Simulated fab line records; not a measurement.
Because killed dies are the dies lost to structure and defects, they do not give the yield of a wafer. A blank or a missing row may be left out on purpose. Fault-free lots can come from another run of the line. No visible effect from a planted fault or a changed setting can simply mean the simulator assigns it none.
Which tool did it? -- flow n5-finfet -- 8 lots with 24 wafers sampled at 4 steps, on a route of 1938 steps

== WHAT THE GAUGES SHOWED, per wafer ==
N5_FIN_SAQP_INSPECT_40: inspects for defects (brightfield).
lot,measured,on,raw-defect-count
L331,day 2 14:09,defect-inspect-02,212 158 169
L332,day 2 22:02,defect-inspect-02,160 212 228
L336,day 3 20:28,defect-inspect-01,194 222 254
L340,day 4 22:38,defect-inspect-01,194 188 245
L341,day 5 06:08,defect-inspect-02,710 794 840
L342,day 5 10:50,defect-inspect-01,194 241 168
L347,day 6 15:00,defect-inspect-02,791 844 768
L350,day 7 08:02,defect-inspect-02,180 217 280

== EACH LOT AND THE TOOL THAT RAN IT (in order: tool; ch and the chambers of the sampled wafers; start) ==
lot,N5_FIN_SAQP_ETCH_67,N5_FIN_SAQP_RECESS_71,N5_FIN_SAQP_SPACER2_ALD_28
L331,"rie-diel-04 ch 0,1,2, day 2 12:48","vapor-etch-02 ch 0,1, day 2 12:56","ald-sin-02 ch 0,1, day 2 13:02"
L332,"rie-diel-04 ch 0,1, day 2 20:35","vapor-etch-02 ch 0,1, day 2 20:41","ald-sin-02 ch 0,1,3, day 2 20:50"
L336,"rie-diel-02 ch 0,1,2, day 3 18:47","vapor-etch-02 ch 0,1, day 3 18:53","ald-sin-01 ch 0,1,3, day 3 19:11"
L340,"rie-diel-02 ch 0,1,2, day 4 19:41","vapor-etch-01 ch 0,1, day 4 19:47","ald-sin-02 ch 0,2,3, day 4 21:32"
L341,"rie-diel-02 ch 2,3, day 5 03:58","vapor-etch-02 ch 0,1, day 5 04:07","ald-sin-01 ch 0,1, day 5 04:56"
L342,"rie-diel-04 ch 0,2,3, day 5 08:54","vapor-etch-02 ch 0,1, day 5 09:00","ald-sin-02 ch 0,2,3, day 5 09:39"
L347,"rie-diel-02 ch 1,3, day 6 13:35","vapor-etch-01 ch 0,1, day 6 13:41","ald-sin-01 ch 0,2, day 6 13:49"
L350,"rie-diel-05 ch 2,3, day 7 06:37","vapor-etch-01 ch 0,1, day 7 06:46","ald-sin-01 ch 0,1,3, day 7 06:52"
- N5_FIN_SAQP_ETCH_67: etches SiNx in CH3F/O2, target depth 30 nm.
- N5_FIN_SAQP_RECESS_71: chemistry HF/NH3, target SiO2, target depth 3 nm, afs cycles 1, sublimation time 60 s.
- N5_FIN_SAQP_SPACER2_ALD_28: deposits SiO2, target thk 8.1 nm, pulse time 1 s, purge time 2 s.

== THE ANSWER, worked out from the rows above alone ==
Rule: the lots themselves supply what counts as usual. The widest of any qualifying gaps counts: lots, ordered by their means at a reading, are off when they make up no more than a third of the lots, leave a main group of 4 or more, and stand apart from it by 3 or more times the standard deviation of that group's means. A main group whose means are all the same, to the digits that the tables above print for the reading, isn't used. A lot without any number at a reading at which 4 lots or more have one is off too. Where the step has rows for the other lots, those lots are counted as sound.
Off: L341, L347, at N5_FIN_SAQP_INSPECT_40 (raw-defect-count). Mean 206 and standard deviation 16 in the main group.
If a tool, at a process step before that reading, ran all the lots that are off and no sound lot after the first of them, it fits. The gauges at N5_FIN_SAQP_INSPECT_40 are tried like those tools. One fits: N5_FIN_SAQP_ETCH_67 on rie-diel-02. Its last sound lot is L340 (day 4 19:41), its first lot that is off L341 (day 5 03:58): a fault that began between those two fits.

== WHAT WAS PUT IN BY THE SIMULATOR ==
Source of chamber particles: rie-diel-02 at N5_FIN_SAQP_ETCH_67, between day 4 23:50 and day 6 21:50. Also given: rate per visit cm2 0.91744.
Shown lots that were struck: L341, L347. The rule given above showed the same thing.
